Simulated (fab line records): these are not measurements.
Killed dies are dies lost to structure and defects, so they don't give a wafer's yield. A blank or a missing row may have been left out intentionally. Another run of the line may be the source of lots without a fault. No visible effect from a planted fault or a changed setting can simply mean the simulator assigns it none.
Matching of chambers	flow nand harc	rie diel-05 running NHARC_A_STAIRCASE_ETCH_444: 4 sister chambers
The step etches the open film in C4F8/O2, target depth 20400 nm, time 6800 s. 4 wafers are shown with their chamber, then 10 later ones without.

== WAFERS PAIRED WITH THEIR CHAMBERS ==
wafer	chamber	rf vpp V (V)
L087.4	1	802
L087.6	2	801
L092.4	3	816
L092.5	0	810

== WAFERS WITHOUT THEIR CHAMBER ==
wafer	rf vpp V (V)
L092.6	817
L094.1	800
L094.2	815
L094.3	810
L095.4	801
L095.5	810
L095.6	813
L097.2	803
L097.3	799
L097.5	812

== EACH ONE'S CHAMBER ==
wafer	from the rows above	in truth
L092.6	3	3
L094.1	can't be placed: 2 or 1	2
L094.2	3	3
L094.3	0	0
L095.4	can't be placed: 2 or 1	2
L095.5	0	0
L095.6	can't be placed: 0 or 3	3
L097.2	can't be placed: 1 or 2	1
L097.3	can't be placed: 2 or 1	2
L097.5	can't be placed: 0 or 3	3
Correctly placed: 4 of 10. From these rows, 6 cannot be placed; in 6 the true chamber is one of the candidates. Wrongly placed: 0.
How it was worked out, from the rows above alone: a wafer's distance from a chamber is the root of the sum, over the readings, of the square of ((its reading less the chamber's mean) divided by the reading's scatter). The wafer belongs to the nearest chamber; if the next one is less than 2 further off, it can't be placed. A chamber's mean is the mean of its shown wafers. The scatter (one wafer shown for each chamber): square how far every hidden wafer sits from the nearest shown wafer, average those squares and take the square root.
